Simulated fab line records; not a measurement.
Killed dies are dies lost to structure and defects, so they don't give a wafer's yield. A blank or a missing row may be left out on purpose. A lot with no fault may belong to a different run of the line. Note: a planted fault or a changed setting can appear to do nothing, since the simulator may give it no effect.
A lot that was struck, set against a sound lot + flow nand-harc + 14 out of 1159 route steps
Sound: these wafers, L645.3, L645.4, L645.6. The struck wafers were L654.2, L654.4, L654.6. Last of all comes the cause.
At each step with rows: each side's tool, then ch and its chambers, then its first start. Under that, the readings that differ: sound wafers + struck wafers + difference of the means + sigmas: that difference in standard deviations of wafers without a fault.
alike: same words and numbers on both sides, and readings whose means sit less than 2 such deviations apart. not compared: any withheld reading, any reading some wafer has no value for, any bound like >300 that may hide the same value, and any number with overlapping values for which the record gives no deviation.
Wherever a step has rows on one side only, a row that says differs or no value, or a row with sigmas, the two part there. Numbers that don't overlap but have no deviation are shown without sigmas and don't part them. Lack of a reading on every wafer of one side parts them only where that side has two or more wafers.

NHARC_P_M0_PRE_CLEAN_29: time 30 s.
  sound on pvd-sputter-02; struck on pvd-sputter-02
  alike: heater-power-w
NHARC_P_M0_PVD_20: deposits TaN, target thk 5 nm, time 8.06 s.
  sound on pvd-sputter-02; struck on pvd-sputter-02
  alike: throttle-valve-pct
then, 2 steps without rows for these wafers: NHARC_P_M0_PVD_21 (deposits Cu, target thk 30 nm, time 20.49 s); NHARC_P_M0_ECD_22 (material Cu, target thk 400 nm).
NHARC_P_M0_ANNEAL_30: time 90 s.
  sound on rtp-anneal-01 ch 0, day 5 23:41; struck on rtp-anneal-02 ch 0, day 7 23:40
  alike: anneal-temp-c, wafer_temp_C_max
then, 1 step without rows for these wafers: NHARC_P_M0_CMP_23 (polishes, t overpolish 20 s, target thk 117.53 nm).
NHARC_P_M0_THK_MEAS_24: measures by xrf.
  sound: film-metro-01 at day 6 00:14; struck: film-metro-01 at day 8 00:17
  alike: thk-nm
next, for these wafers, 1 step has no rows: NHARC_P_M0_SRD_25.
NHARC_P_M0_INSPECT_27:
  sound: defect-inspect-02 at day 6 00:24; struck: defect-inspect-02 at day 8 00:27
  alike: raw-defect-count
NHARC_P_M0_PRE_CLEAN_31: time 12 s.
  sound on pecvd-04 ch 0,1, day 6 00:29; struck on pecvd-02 ch 0,1,2, day 8 00:31
  alike: heater-power-outer-w, heater-power-w
NHARC_P_M0_DEP_32: deposits SiCN, target thk 30 nm.
  sound on pecvd-04 ch 0,1, day 6 00:38; struck on pecvd-02 ch 0,1,2, day 8 00:38
  alike: heater-power-outer-w, heater-power-w
NHARC_P_M1_DEP_00: deposits SiOC, target thk 182.5 nm.
  sound on pecvd-02 ch 0,2, day 6 00:58; struck on pecvd-04 ch 0,1, day 8 01:56
then, 1 step without rows for these wafers: NHARC_P_M1_DEHYDRATE_01 (time 120 s).
-- the record jumps here: 14 days lie between the struck wafers' starts before and after (it left off in module P_M1 and takes up again in module END, whose first step shown is number 1159 of the route) --
NHARC_END_SORT_01:
  here the record holds rows for the struck wafers (prober-02 ch 0, day 21 20:14) but none for the sound ones

== WHERE THEY PART ==
At NHARC_END_SORT_01 and nowhere else, as far as this record goes.

WHY: whatever the simulator had introduced
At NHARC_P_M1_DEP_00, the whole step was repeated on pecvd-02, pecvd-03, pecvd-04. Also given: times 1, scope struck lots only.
